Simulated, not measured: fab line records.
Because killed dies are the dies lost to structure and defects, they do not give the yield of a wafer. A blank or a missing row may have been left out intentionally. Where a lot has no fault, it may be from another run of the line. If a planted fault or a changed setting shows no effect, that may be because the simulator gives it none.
Chamber matching    flow nand harc    rie diel-09 running NHARC_A_STAIRCASE_STRIP_476: 4 sister chambers
The step strips in O2, time 20 s. 7 wafers are shown with their chamber, then 7 later ones without.

== WAFERS, EACH WITH ITS CHAMBER ==
wafer   chamber  drypump motor current A (A)  showerhead plenum p Torr (Torr)
L086.2  0        5.8                          3.31
L086.5  2        5.3                          3.65
L089.1  1        6.8                          3.49
L089.5  2        5.4                          3.64
L089.6  1        6.8                          3.49
L090.1  3        5.3                          3.60
L090.2  0        5.8                          3.30

== WAFERS WHOSE CHAMBER IS MISSING ==
wafer   drypump motor current A (A)  showerhead plenum p Torr (Torr)
L090.3  6.8                          3.49
L093.2  6.8                          3.49
L093.4  5.7                          3.30
L093.6  6.8                          3.49
L092.1  6.8                          3.49
L092.3  5.3                          3.60
L092.4  5.4                          3.64

== WHICH CHAMBER EACH ONE RAN IN ==
wafer   from the rows above  in truth
L090.3  1                    1
L093.2  1                    1
L093.4  0                    0
L093.6  1                    1
L092.1  1                    1
L092.3  3                    3
L092.4  2                    2
Correctly placed: 7 of 7. Not placeable from these rows: 0. Wrongly placed: 0.
How it was worked out, from the rows above alone: a wafer's distance from a chamber is the root of the sum, over the readings, of the square of ((its reading less the chamber's mean) divided by the reading's scatter). The wafer belongs to the nearest chamber; if the next one is less than 2 further off, it can't be placed. For every chamber, the mean is computed from those of its wafers that are shown. How the scatter is found: for the shown wafers, subtract from each reading the mean of its chamber, square and add these, divide the total by (wafers less chambers), then take the root.
